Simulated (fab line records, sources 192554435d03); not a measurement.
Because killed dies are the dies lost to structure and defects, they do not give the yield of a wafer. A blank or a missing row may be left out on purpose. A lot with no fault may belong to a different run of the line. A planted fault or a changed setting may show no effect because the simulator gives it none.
Matching of chambers -- flow n5_finfet -- pecvd-01 running N5_BEOL_M15_DEP_53: 3 sister chambers
The step deposits SiCN from 3MS/NH3, target thk 50 nm, time 17.8 s. 18 wafers are shown with their chamber, then 9 later ones without.

EACH WAFER AND ITS CHAMBER
wafer,chamber,showerhead_plenum_p_Torr (Torr),throttle_valve_pct (%),chamber_pressure_Torr (Torr)
L075.1,1,4.194,17.4,2.999
L075.2,0,4.202,17.1,2.994
L075.4,0,4.200,17.3,3.008
L077.2,1,4.194,17.0,3.004
L077.5,1,4.202,17.3,3.003
L077.6,0,4.190,17.4,3.000
L080.1,1,4.201,17.3,2.997
L080.3,0,4.189,17.1,2.991
L080.4,1,4.200,17.1,2.990
L083.4,0,4.204,17.3,3.008
L083.5,1,4.191,17.0,2.998
L083.6,2,4.160,18.0,3.006
L086.2,2,4.171,18.1,2.994
L086.5,0,4.197,17.7,3.000
L086.6,2,4.173,17.6,3.001
L090.1,2,4.163,17.8,3.010
L090.3,0,4.198,17.5,2.988
L090.5,1,4.197,17.2,3.005

SIGNATURES (averages over the wafers above)
reading,chamber 0,chamber 1,chamber 2,scatter within a chamber
showerhead_plenum_p_Torr,4.19714,4.19700,4.16675,0.00528
throttle_valve_pct,17.343,17.186,17.875,0.195
chamber_pressure_Torr,2.99843,2.99943,3.00275,0.00671
Rule: for a wafer and a chamber, the distance is found by dividing, reading by reading, the gap between the wafer's reading and the chamber's mean by the reading's scatter, squaring, summing and taking the root. The wafer belongs to the nearest chamber; if the next one is less than 2 further off, it can't be placed. The scatter: take each reading less its chamber's mean, square it, sum over the shown wafers, divide by the number of wafers less the number of chambers, and take the root.

WAFERS WITH NO CHAMBER GIVEN
wafer,showerhead_plenum_p_Torr (Torr),throttle_valve_pct (%),chamber_pressure_Torr (Torr)
L095.1,4.193,17.4,2.985
L095.2,4.179,17.4,3.004
L095.4,4.201,17.1,2.996
L094.2,4.180,17.7,3.000
L094.3,4.191,17.3,3.010
L094.5,4.183,17.2,2.997
L096.4,4.168,18.1,3.001
L096.5,4.186,16.9,2.999
L096.6,4.194,17.3,2.998

WHICH CHAMBER EACH ONE RAN IN
wafer,from the rows above,in truth
L095.1,can't be placed: 0 or 1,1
L095.2,can't be placed: 2 or 0 or 1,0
L095.4,can't be placed: 1 or 0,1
L094.2,can't be placed: 2 or 0 or 1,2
L094.3,can't be placed: 1 or 0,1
L094.5,can't be placed: 1 or 0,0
L096.4,2,2
L096.5,can't be placed: 1 or 0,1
L096.6,can't be placed: 0 or 1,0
Correctly placed: 1 of 9. Cannot be placed on the basis of these rows: 8; the candidates contain the true chamber in 8. Wrongly placed: 0.
